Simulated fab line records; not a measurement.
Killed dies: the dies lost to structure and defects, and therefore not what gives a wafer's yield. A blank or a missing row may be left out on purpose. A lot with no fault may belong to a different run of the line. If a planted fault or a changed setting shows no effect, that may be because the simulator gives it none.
Chamber matching || flow nand-harc || NHARC_A_CHANNEL_HOLE_D1_DEP_01 on pecvd-02 has 3 sister chambers
The step deposits SiON, target thk 140 nm. 16 wafers are shown with their chamber, then 8 later ones without.

## WAFERS, EACH WITH ITS CHAMBER
{"wafer": "L079.1", "chamber": 0, "heater-power-w (W)": 596}
{"wafer": "L079.2", "chamber": 2, "heater-power-w (W)": 671}
{"wafer": "L079.3", "chamber": 1, "heater-power-w (W)": 650}
{"wafer": "L079.4", "chamber": 0, "heater-power-w (W)": 595}
{"wafer": "L079.5", "chamber": 2, "heater-power-w (W)": 662}
{"wafer": "L079.6", "chamber": 1, "heater-power-w (W)": 658}
{"wafer": "L081.1", "chamber": 1, "heater-power-w (W)": 734}
{"wafer": "L081.2", "chamber": 2, "heater-power-w (W)": 738}
{"wafer": "L081.3", "chamber": 0, "heater-power-w (W)": 660}
{"wafer": "L081.4", "chamber": 2, "heater-power-w (W)": 736}
{"wafer": "L081.5", "chamber": 0, "heater-power-w (W)": 633}
{"wafer": "L081.6", "chamber": 1, "heater-power-w (W)": 743}
{"wafer": "L080.1", "chamber": 1, "heater-power-w (W)": 692}
{"wafer": "L080.2", "chamber": 0, "heater-power-w (W)": 633}
{"wafer": "L080.3", "chamber": 2, "heater-power-w (W)": 692}
{"wafer": "L080.4", "chamber": 1, "heater-power-w (W)": 704}

SIGNATURES, as means of the wafers listed above
{"reading": "heater-power-w", "chamber 0": 623.40, "chamber 1": 696.83, "chamber 2": 699.80, "scatter within a chamber": 34.5}
Rule: for each reading, subtract the chamber's mean from the wafer's reading, divide by that reading's scatter and square the result; add these up over the readings and take the root, which gives the wafer's distance from the chamber. The wafer belongs to the nearest chamber; if the next one is less than 2 further off, it can't be placed. The scatter: take each reading less its chamber's mean, square it, sum over the shown wafers, divide by the number of wafers less the number of chambers, and take the root.

## WAFERS MISSING THEIR CHAMBER
{"wafer": "L080.5", "heater-power-w (W)": 695}
{"wafer": "L080.6", "heater-power-w (W)": 625}
{"wafer": "L082.1", "heater-power-w (W)": 626}
{"wafer": "L082.2", "heater-power-w (W)": 784}
{"wafer": "L082.3", "heater-power-w (W)": 640}
{"wafer": "L082.4", "heater-power-w (W)": 797}
{"wafer": "L082.5", "heater-power-w (W)": 610}
{"wafer": "L082.6", "heater-power-w (W)": 614}

## CHAMBER TAKEN BY EACH
{"wafer": "L080.5", "from the rows above": "can't be placed: 1 or 2", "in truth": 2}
{"wafer": "L080.6", "from the rows above": 0, "in truth": 0}
{"wafer": "L082.1", "from the rows above": "can't be placed: 0 or 1", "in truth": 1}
{"wafer": "L082.2", "from the rows above": "can't be placed: 2 or 1", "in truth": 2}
{"wafer": "L082.3", "from the rows above": "can't be placed: 0 or 1 or 2", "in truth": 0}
{"wafer": "L082.4", "from the rows above": "can't be placed: 2 or 1", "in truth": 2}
{"wafer": "L082.5", "from the rows above": 0, "in truth": 0}
{"wafer": "L082.6", "from the rows above": 0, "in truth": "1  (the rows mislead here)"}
2 of 8 placed correctly. These rows do not allow placing 5 (true chamber among the candidates in 5). 1 placed wrongly.
